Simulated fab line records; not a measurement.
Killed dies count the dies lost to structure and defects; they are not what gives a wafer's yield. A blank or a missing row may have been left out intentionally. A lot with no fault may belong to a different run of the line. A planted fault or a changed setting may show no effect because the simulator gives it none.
Split-lot experiment ; flow n5-finfet ; route with 1938 steps; 7 lots, 21 wafers read

## SPLIT DETAILS
At N5_BEOL_M9_TRENCH_ETCH_37 (etches SiCOH lowk in C4F6/O2, target depth 151.43 nm, time 49 s), the setting bias-w was moved away from the recipe's 185 W on 11 of the 21 wafers read, by -10.7% to +14.3%. All remaining wafers had this setting at the recipe value.

The split's own step is where the reading is taken.

## THE READING
rf-vpp-V, in V, at N5_BEOL_M9_TRENCH_ETCH_37 (etches SiCOH lowk in C4F6/O2, target depth 151.43 nm, time 49 s). On this fab line, fault-free wafers typically give 667 V with a standard deviation of 12 V.

wafer;tool, chamber at the split;bias-w as run, W;against the recipe;rf-vpp-V, V;against lot-mates on the recipe
L075.1;rie-diel-02, 1;203.9;+10.2%;728;+58
L075.2;rie-diel-02, 2;185;recipe;666;-
L075.6;rie-diel-02, 1;185;recipe;675;-
L083.1;rie-diel-04, 2;200.5;+8.4%;710;+44
L083.3;rie-diel-04, 0;200.5;+8.4%;683;+17
L083.5;rie-diel-04, 3;185;recipe;666;-
L092.1;rie-diel-04, 1;185;recipe;682;-
L092.3;rie-diel-04, 3;165.2;-10.7%;607;-75
L092.4;rie-diel-04, 1;165.2;-10.7%;624;-58
L091.1;rie-diel-03, 3;165.2;-10.7%;609;-69
L091.2;rie-diel-03, 1;185;recipe;678;-
L091.3;rie-diel-03, 2;165.2;-10.7%;615;-63
L095.3;rie-diel-03, 3;185;recipe;666;-
L095.4;rie-diel-03, 1;211.4;+14.3%;753;+87
L095.5;rie-diel-03, 3;211.4;+14.3%;740;+74
L096.1;rie-diel-04, 2;185;recipe;669;-
L096.4;rie-diel-04, 1;185;recipe;682;-
L096.5;rie-diel-04, 1;185;recipe;683;-
L097.1;rie-diel-02, 0;171.8;-7.1%;606;-65
L097.4;rie-diel-02, 3;185;recipe;671;-
L097.6;rie-diel-02, 0;171.8;-7.1%;606;-65

THE FIT
A straight line over all 21 wafers: rf-vpp-V changes by +5.39 V for each +1% of bias-w; r = +0.96; the points scatter about the line by 13 V.
The same after taking each lot's own level away (the mean of its wafers on the recipe; 21 wafers): +5.9 V for each +1%; r = +0.98; scatter 10 V.
That fit puts the effect of the largest move of bias-w on the reading at 84 V.
Across the lots, their own levels run from 666.0 to 682.0 V, a range of 1.3 times the standard deviation given above.
The two slopes agree, so the slope changes little with the lot-to-lot level.
Check: for one of the wafers moved furthest among these (+14.3%), held out of the fit, the line's prediction against its lot-mates is +77 V. It came out at +87 V against them.
Tool readings at the split's step, against how far the setting was moved: rf-vpp-V r = +0.96.

## THE FILE'S OWN FIT
rf-vpp-V changes by +5.88 V for each +1% of bias-w, r = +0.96.
